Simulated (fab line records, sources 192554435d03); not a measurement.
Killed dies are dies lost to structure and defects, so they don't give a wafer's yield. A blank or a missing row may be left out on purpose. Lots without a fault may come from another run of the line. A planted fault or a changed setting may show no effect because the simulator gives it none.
Chamber matching | flow n5_finfet | N5_FIN_SAQP_ETCH_64 on rie_si-03: 4 sister chambers
The step etches SiO2 in CF4, target depth 1.5 nm. 14 wafers are shown with their chamber, then 7 later ones without.

WAFERS WITH THEIR CHAMBER
wafer  | chamber | drypump_motor_current_A (A) | throttle_valve_pct (%) | oes_product_au (a.u.)
L075.3 | 0       | 5.6                         | 21.85                  | 1.013
L075.4 | 1       | 5.8                         | 21.99                  | 0.995
L075.6 | 3       | 6.6                         | 21.33                  | 0.980
L081.2 | 0       | 5.7                         | 21.87                  | 1.010
L081.4 | 2       | 6.4                         | 21.87                  | 0.993
L081.5 | 2       | 6.4                         | 21.88                  | 0.996
L084.1 | 0       | 5.7                         | 21.84                  | 1.000
L084.3 | 1       | 5.8                         | 22.00                  | 1.004
L084.4 | 2       | 6.4                         | 21.87                  | 1.003
L086.1 | 3       | 6.6                         | 21.37                  | 0.990
L086.2 | 0       | 5.7                         | 21.84                  | 1.012
L086.5 | 3       | 6.6                         | 21.35                  | 1.000
L092.2 | 0       | 5.6                         | 21.85                  | 1.008
L092.5 | 1       | 5.8                         | 22.01                  | 0.982

SIGNATURES (means of the wafers above)
reading                 | chamber 0 | chamber 1 | chamber 2 | chamber 3 | scatter within a chamber
drypump_motor_current_A | 5.660     | 5.800     | 6.400     | 6.600     | 0.0346
throttle_valve_pct      | 21.8500   | 22.0000   | 21.8733   | 21.3500   | 0.0129
oes_product_au          | 1.00860   | 0.99367   | 0.99733   | 0.99000   | 0.00778
Rule: a wafer's distance from a chamber is the root of the sum, over the readings, of the square of ((its reading less the chamber's mean) divided by the reading's scatter). The wafer belongs to the nearest chamber; if the next one is less than 2 further off, it can't be placed. The scatter: the root of (the sum of the squares of (reading less its chamber's mean) over the shown wafers, divided by (wafers less chambers)).

WAFERS WITHOUT THEIR CHAMBER
wafer  | drypump_motor_current_A (A) | throttle_valve_pct (%) | oes_product_au (a.u.)
L092.6 | 6.4                         | 21.86                  | 0.991
L093.3 | 6.6                         | 21.37                  | 0.988
L093.4 | 6.4                         | 21.86                  | 0.982
L093.5 | 5.6                         | 21.87                  | 1.009
L094.4 | 5.8                         | 22.01                  | 0.990
L094.5 | 6.6                         | 21.34                  | 0.992
L094.6 | 6.4                         | 21.88                  | 0.985

WHICH CHAMBER EACH WENT THROUGH
wafer  | from the rows above | in truth
L092.6 | 2                   | 2
L093.3 | 3                   | 3
L093.4 | 2                   | 2
L093.5 | 0                   | 0
L094.4 | 1                   | 1
L094.5 | 3                   | 3
L094.6 | 2                   | 2
Placed correctly: 7 of 7. Can't be placed from these rows: 0. Placed wrongly: 0.
